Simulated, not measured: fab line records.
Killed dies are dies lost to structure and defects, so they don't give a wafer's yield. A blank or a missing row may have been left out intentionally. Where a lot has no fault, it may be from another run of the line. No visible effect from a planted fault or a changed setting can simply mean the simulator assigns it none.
Matching of chambers | flow n5_finfet | N5_BEOL_M7_ILD_DEP_00 on pecvd-02 has 3 sister chambers
The step deposits SiCOH lowk from DEMS/porogen, target thk 179.75 nm, time 33.4 s. 6 wafers are shown with their chamber, then 9 later ones without.

## WAFERS WITH THEIR CHAMBER
wafer  | chamber | throttle_valve_pct (%) | showerhead_plenum_p_Torr (Torr)
L080.2 | 1       | 13.8                   | 5.736
L088.3 | 1       | 13.7                   | 5.738
L088.6 | 2       | 12.8                   | 5.761
L090.1 | 0       | 13.5                   | 5.760
L090.4 | 2       | 13.0                   | 5.758
L090.6 | 0       | 13.8                   | 5.754

## WAFERS MISSING THEIR CHAMBER
wafer  | throttle_valve_pct (%) | showerhead_plenum_p_Torr (Torr)
L091.1 | 13.6                   | 5.745
L091.3 | 13.7                   | 5.737
L091.4 | 12.8                   | 5.751
L093.1 | 12.7                   | 5.771
L093.4 | 13.3                   | 5.760
L093.5 | 13.6                   | 5.731
L095.1 | 13.5                   | 5.731
L095.3 | 13.4                   | 5.766
L095.4 | 13.6                   | 5.734

## WHICH CHAMBER EACH ONE RAN IN
wafer  | from the rows above     | in truth
L091.1 | can't be placed: 1 or 0 | 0
L091.3 | 1                       | 1
L091.4 | 2                       | 2
L093.1 | 2                       | 2
L093.4 | can't be placed: 0 or 2 | 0
L093.5 | 1                       | 1
L095.1 | 1                       | 1
L095.3 | can't be placed: 0 or 2 | 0
L095.4 | 1                       | 1
Correct placement for 6 of the 9. From these rows, 3 cannot be placed; in 3 the true chamber is one of the candidates. Wrongly placed: 0.
How it was worked out, from the rows above alone: a wafer's distance from a chamber is the root of the sum, over the readings, of the square of ((its reading less the chamber's mean) divided by the reading's scatter). The wafer belongs to the nearest chamber; if the next one is less than 2 further off, it can't be placed. For every chamber, the mean is computed from those of its wafers that are shown. The scatter is the square root of a quotient: the sum, over the shown wafers, of each reading's squared deviation from its chamber's mean, divided by wafers minus chambers.
